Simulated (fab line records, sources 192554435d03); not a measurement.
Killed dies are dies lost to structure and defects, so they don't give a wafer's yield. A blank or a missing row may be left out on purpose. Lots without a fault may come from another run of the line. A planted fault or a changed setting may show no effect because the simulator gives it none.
A struck lot beside a sound one | flow n5_finfet | 16 steps out of a route of 1938
Sound: wafers L780.1, L780.2, L780.4. Struck: wafers L793.1, L793.4, L793.5. The cause comes at the end.
At each step with rows: each side's tool, then ch and its chambers, then its first start. Under that, the readings that differ: sound wafers | struck wafers | difference of the means | sigmas: that difference in standard deviations of wafers without a fault.
alike: readings whose means differ by less than 2 such deviations, and words and numbers that are the same on both sides. not compared: withheld readings, readings that some wafer has no value for, bounds like >300 that may hide the same value, and numbers for which the record gives no deviation and whose values overlap.
The two part at a step that has a row with sigmas, a row that says differs or no value, or rows on one side only. Numbers that don't overlap but have no deviation are shown without sigmas and don't part them. A reading that every wafer of one side lacks parts them only if that side has two wafers or more.

first, 5 steps without rows for these wafers: N5_WELL_APT_SOFTBAKE_20 (time 60 s); N5_WELL_APT_EXPOSE_22 (exposes mask PWELL, defocus 0 nm, target cd 200 nm); N5_WELL_APT_PEB_23 (peb time 90 s); N5_WELL_APT_DEVELOP_24 (develop time 45 s); N5_WELL_APT_HARDBAKE_29 (time 120 s).
N5_WELL_APT_CD_MEAS_25: target cd 200 nm.
  sound on cd_sem-02 ch 0, day 3 14:46; struck on cd_sem-02 ch 0, day 6 20:49
  alike: cd_nm
N5_WELL_APT_OVL_MEAS_26:
  sound on overlay-01 ch 0, day 3 14:47; struck on overlay-02 ch 0, day 6 20:51
  alike: PWELL_OVL
N5_WELL_APT_INSPECT_27: inspects for defects (macro).
  sound on defect_inspect-01, day 3 14:49; struck on defect_inspect-01, day 6 20:53
  alike: raw_defect_count
N5_WELL_APT_DESCUM_30: chemistry O2, time 7.9 s.
  sound on rie_diel-06 ch 0,2,3, day 3 15:00; struck on rie_diel-01 ch 1,2, day 6 20:55
  alike: drypump_motor_current_A, oes_product_au, rf_vpp_V, showerhead_plenum_p_Torr, throttle_valve_pct
  not compared: rf_hours_counter_h
then, 3 steps without rows for these wafers: N5_WELL_APT_IMPLANT_31; N5_WELL_APT_IMPLANT_32; N5_WELL_APT_STRIP_33 (strips in SPM, time 900 s).
N5_WELL_APT_RTA_34: time 10 s.
  sound on rtp_anneal-02 ch 0, day 3 15:46; struck on rtp_anneal-01 ch 0, day 6 21:40
  reading             | sound                | struck               | difference | sigmas
  lamp_power_pct (%)  | 12.95 12.98 13.01    | 14.72 14.66 14.70    | +1.71      | +31
  lamp_zone_1_pct (%) | 13.01 12.97 12.97    | 14.69 14.65 14.66    | +1.68      | +51
  lamp_zone_2_pct (%) | 12.97 13.01 13.05    | 14.65 14.71 14.66    | +1.66      | +50
  lamp_zone_3_pct (%) | 12.96 12.96 12.99    | 14.67 14.71 14.72    | +1.73      | +51
  lamp_zone_4_pct (%) | 13.010 12.973 12.993 | 14.668 14.692 14.692 | +1.692     | +56
  lamp_zone_5_pct (%) | 12.981 13.009 13.008 | 14.733 14.644 14.683 | +1.687     | +58
  lamp_zone_6_pct (%) | 12.92 13.00 12.95    | 14.59 14.63 14.56    | +1.64      | +47
  lamp_zone_7_pct (%) | 13.437 13.371 13.411 | 15.153 15.200 15.213 | +1.782     | +64
  alike: wafer_temp_C_max
then, 1 step without rows for these wafers: N5_WELL_APT_OXIDE_STRIP_42 (strips SiO2 in dHF, time 45 s, target depth 12 nm).
-- the record jumps here: 8 days lie between the struck wafers' starts before and after (it left off in module WELL_APT and takes up again in module BEOL_M4, whose first step shown is number 1111 of the route) --
N5_BEOL_M4_RC_MEAS_101:
  sound on prober-02 ch 0, day 11 07:42; struck on prober-02 ch 0, day 14 13:49
  reading        | sound          | struck         | difference | sigmas
  DIBL_P (mV/V)  | 33.2 31.0 35.2 | 40.5 36.9 36.4 | +4.8       | +2
  IOFF_N (nA/um) | 0.13 0.10 0.15 | 0.24 0.18 0.17 | +0.07      | +2
  IOFF_P (nA/um) | 0.18 0.16 0.21 | 0.31 0.23 0.22 | +0.07      | +2
  ION_N (uA/um)  | 664 646 670    | 692 682 674    | +23        | +2
  VT_N (mV)      | 256 256 252    | 244 248 248    | -8         | -2
  alike: DIBL_N, ION_P, SS_N, SS_P, VT_P
-- the record jumps here: 5 days lie between the struck wafers' starts before and after (it left off in module BEOL_M4 and takes up again in module PASSIVATION, whose first step shown is number 1936 of the route) --
N5_PASSIVATION_PROBE_49:
  the record has rows for the struck wafers here (prober-01, day 19 18:26) and none for the sound ones

WHERE THEY PART
First at N5_WELL_APT_RTA_34; last, within this record, at N5_PASSIVATION_PROBE_49.

WHY: what the simulator had put in
Process parameter drift: rtp_anneal-01, from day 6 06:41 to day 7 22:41, at N5_WELL_APT_RTA_34. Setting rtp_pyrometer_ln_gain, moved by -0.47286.
